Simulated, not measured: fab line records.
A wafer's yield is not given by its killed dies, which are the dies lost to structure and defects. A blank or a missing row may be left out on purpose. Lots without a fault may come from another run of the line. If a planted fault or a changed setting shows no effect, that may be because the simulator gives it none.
2 desks, one fault    flow n5-finfet    numbers are kept per desk, each desk with only its own; the story behind them comes last

== THE METROLOGY DESK ==
Means of the sampled wafers that have a number, per lot and without regard to the tool the lot ran on: this is what the gauges read. Marked OUT: a lot whose mean sits more than 4 standard deviations from the usual mean, which makes it out of limits; the brackets give that distance. It has 12 readings; the 7 that lie furthest out on some lot are the ones shown.
Columns: A = M1_THK at N5_BEOL_M1_THK_MEAS_53, usual 40.1 nm; B = DIBL_P at N5_BEOL_M4_RC_MEAS_101, usual 36 mV/V; C = IOFF_N at N5_BEOL_M4_RC_MEAS_101, usual 0.16 nA/um; D = ION_P at N5_BEOL_M4_RC_MEAS_101, usual 462 uA/um; E = SS_P at N5_BEOL_M4_RC_MEAS_101, usual 73.2 mV/dec; F = VT_N at N5_BEOL_M4_RC_MEAS_101, usual 249 mV; G = VT_P at N5_BEOL_M4_RC_MEAS_101, usual -250 mV
lot   first seen here  A     B   C     D    E     F    G
L598  day 8 07:33      37.1  37  0.17  464  73.4  249  -247
L599  day 8 07:56      40.0  36  0.12  462  72.8  252  -247
L601  day 8 10:43      38.8  40  0.20  471  73.9  246  -246
L600  day 8 11:29      39.7  33  0.13  459  72.7  254  -251
L602  day 8 19:10      39.5  35  0.14  460  72.5  249  -251
L604  day 9 09:15      39.3  34  0.14  451  72.9  249  -254
L605  day 9 12:49      37.9  40  0.22  470  74.5  247  -249
L614  day 11 01:46     39.4  34  0.15  455  73.2  251  -254
L615  day 11 03:58     39.1  37  0.14  463  73.2  252  -255
L618  day 11 23:34     40.7  39  0.18  462  74.3  248  -252
This desk's verdict: no lot among the 10 shows anything out of limits.

== THE TOOL OWNER'S DESK: cvd-co-01 ==
The tool's own readings at N5_BEOL_M1_CO_CAP_55 (material Co, precursor CCTBA/H2, target thk 2 nm, time 102.1 s): means of the sampled wafers that have a number, for each lot that ran on this tool. Marked OUT: a lot whose mean sits more than 4 standard deviations from the usual mean, which makes it out of limits; the brackets give that distance.
Columns: A = heater-power-w at N5_BEOL_M1_CO_CAP_55, usual 230 W; B = run-length-s at N5_BEOL_M1_CO_CAP_55, usual 124.9 s
lot   first seen here  A    B
L598  day 8 07:38      242  125.0
L599  day 8 08:01      246  124.8
L605  day 9 12:53      235  80.7 (-80) OUT
This desk's finding: out of limits on L605; first on L605, day 9 12:53 (run-length-s at N5_BEOL_M1_CO_CAP_55). L598, L599: within limits.

== BROUGHT TOGETHER ==
The tool owner's desk had the chance to raise an alarm at day 9 12:53 on L605.
The metrology desk saw nothing out of limits.
The metrology desk has L605 on record, within its limits.
Of the lots named, all ran N5_BEOL_M1_CO_CAP_55 on cvd-co-01.

== WHAT HAD BEEN PUT IN BY THE SIMULATOR ==
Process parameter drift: cvd-co-01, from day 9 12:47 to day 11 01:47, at N5_BEOL_M1_CO_CAP_55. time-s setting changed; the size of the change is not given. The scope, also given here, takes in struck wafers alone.
Struck lots among those shown: L605.
Delay in hours, fault start to first out-of-limits reading, by desk: the tool owner's desk at 0.
